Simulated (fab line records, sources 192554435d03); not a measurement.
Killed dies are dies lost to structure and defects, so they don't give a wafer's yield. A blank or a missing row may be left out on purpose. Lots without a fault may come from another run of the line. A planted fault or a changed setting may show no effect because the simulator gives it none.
A struck lot beside a sound one | flow n5_finfet | 37 steps out of a route of 1938
Sound: wafers L548.2, L548.4, L548.6. Struck: wafer L540.6. (L540.1, L540.2 of the same lot were not struck and are left out.) The cause comes at the end.
At each step with rows: each side's tool, then ch and its chambers, then its first start. Under that, the readings that differ: sound wafers | struck wafers | difference of the means | sigmas: that difference in standard deviations of wafers without a fault.
alike: readings whose means differ by less than 2 such deviations, and words and numbers that are the same on both sides. not compared: withheld readings, readings that some wafer has no value for, bounds like >300 that may hide the same value, and numbers for which the record gives no deviation and whose values overlap.
The two part at a step that has a row with sigmas, a row that says differs or no value, or rows on one side only. Numbers that don't overlap but have no deviation are shown without sigmas and don't part them. A reading that every wafer of one side lacks parts them only if that side has two wafers or more.

first, 8 steps without rows for these wafers: N5_BEOL_M2_ECD_50 (material Cu, target thk 300 nm); N5_BEOL_M2_ANNEAL_51 (time 90 s); N5_BEOL_M2_CMP_52 (polishes, stops on SiOC, t overpolish 6.8 s, target thk 40 nm); N5_BEOL_M2_PRE_CLEAN_60 (time 15 s); N5_BEOL_M2_CO_CAP_55 (material Co, precursor CCTBA/H2, target thk 2 nm, time 102.1 s); N5_BEOL_M2_PRE_CLEAN_56 (time 15 s); N5_BEOL_M2_DEP_57 (deposits SiCN from 3MS/NH3, target thk 8 nm, time 14 s); N5_BEOL_M3_ILD_DEP_00 (deposits SiOC from DEMS/O2, target thk 79 nm, time 15.3 s).
N5_BEOL_M3_PECVD_72: deposits SiO2 from TEOS/O2, target thk 16 nm, time 18 s.
  sound on pecvd-03 ch 0,2, day 11 04:52; struck on pecvd-02 ch 1, day 9 08:33
  reading                                    | sound      | struck | difference | sigmas
  model.SiO2_of_BEOL_M3_PECVD_72.thk_nm (nm) | 15.6 16 16 | 25.6   | +9.7       |
  alike: heater_power_w, showerhead_plenum_p_Torr, throttle_valve_pct
then, 25 steps without rows for these wafers: N5_BEOL_M3_HM_DEP_02 (deposits TiN, target thk 20 nm); N5_BEOL_M3_COAT_61 (time 60 s, resist thk 60 nm); N5_BEOL_M3_COAT_62 (time 60 s, resist thk 12 nm); N5_BEOL_M3_COAT_73 (time 60 s, resist thk 5 nm); N5_BEOL_M3_COAT_05 (resist thk 30 nm); N5_BEOL_M3_EBR_07; N5_BEOL_M3_SOFTBAKE_06 (time 60 s); N5_BEOL_M3_EXPOSE_08 (exposes mask M3); N5_BEOL_M3_PEB_09 (peb time 60 s); N5_BEOL_M3_DEVELOP_10 (develop time 30 s); N5_BEOL_M3_DESCUM_16 (chemistry O2, time 7 s); N5_BEOL_M3_ETCH_74 (etches underlayer in N2/H2, target depth 6.5 nm, time 5.2 s); N5_BEOL_M3_ETCH_63 (etches SiARC in CF4, target depth 15.6 nm, time 26 s); N5_BEOL_M3_ETCH_64 (etches SOC in N2/H2, target depth 75 nm, overetch 15 nm, time 112.5 s); N5_BEOL_M3_STRIP_65 (strips in N2/H2); N5_BEOL_M3_STRIP_75 (strips in N2/H2); N5_BEOL_M3_STRIP_66 (strips in CF4); N5_BEOL_M3_HM_OPEN_17 (chemistry Cl2/BCl3, target TiN, target depth 20 nm, overetch 6 nm); N5_BEOL_M3_STRIP_19 (strips in O2); N5_BEOL_M3_COAT_67 (time 60 s, resist thk 60 nm); N5_BEOL_M3_COAT_68 (time 60 s, resist thk 12 nm); N5_BEOL_M3_COAT_76 (time 60 s, resist thk 5 nm); N5_BEOL_M3_COAT_22 (resist thk 30 nm); N5_BEOL_M3_EBR_24; N5_BEOL_M3_SOFTBAKE_23 (time 60 s).
N5_BEOL_M3_HM_STRIP_39: strips TiN in peroxide tin strip, target depth 25 nm, time 158 s.
  sound on wet_bench-02 ch 3,6,7, day 11 08:08; struck on wet_bench-02 ch 7, day 9 11:46
  reading                                    | sound          | struck | difference | sigmas
  model.SiO2_of_BEOL_M3_PECVD_72.thk_nm (nm) | 15.4 15.8 15.8 | 25.4   | +9.7       |
N5_BEOL_M3_CMP_52: polishes, stops on SiOC, t overpolish 6.8 s, target thk 40 nm.
  sound on cmp-03 ch 0,3, day 11 13:14; struck on cmp-02 ch 2, day 9 16:14
  reading                      | sound             | struck | difference | sigmas
  barrier_field_endpoint_s (s) | 25.3 24.9 24.8    | 34.7   | +9.7       | +13
  motor_current_A (A)          | 6.0 7.4 7.1       | 5.7    | -1.1       | -2
  overpolish_run_s (s)         | 6.797 6.809 6.792 | 6.504  | -0.295     | -35
  alike: clearing_platen_down_force_psi, edge_zone_pressure_frac
N5_BEOL_M4_RC_MEAS_101:
  sound on prober-01 ch 0, day 12 06:01; struck on prober-01 ch 0, day 10 02:40
  alike: DIBL_N, DIBL_P, IOFF_N, IOFF_P, ION_N, ION_P, SS_N, SS_P, VT_N, VT_P

WHERE THEY PART
Only at N5_BEOL_M3_CMP_52, within this record. Later steps at which nothing parts them and some readings are alike: N5_BEOL_M4_RC_MEAS_101.

WHY: what the simulator had put in
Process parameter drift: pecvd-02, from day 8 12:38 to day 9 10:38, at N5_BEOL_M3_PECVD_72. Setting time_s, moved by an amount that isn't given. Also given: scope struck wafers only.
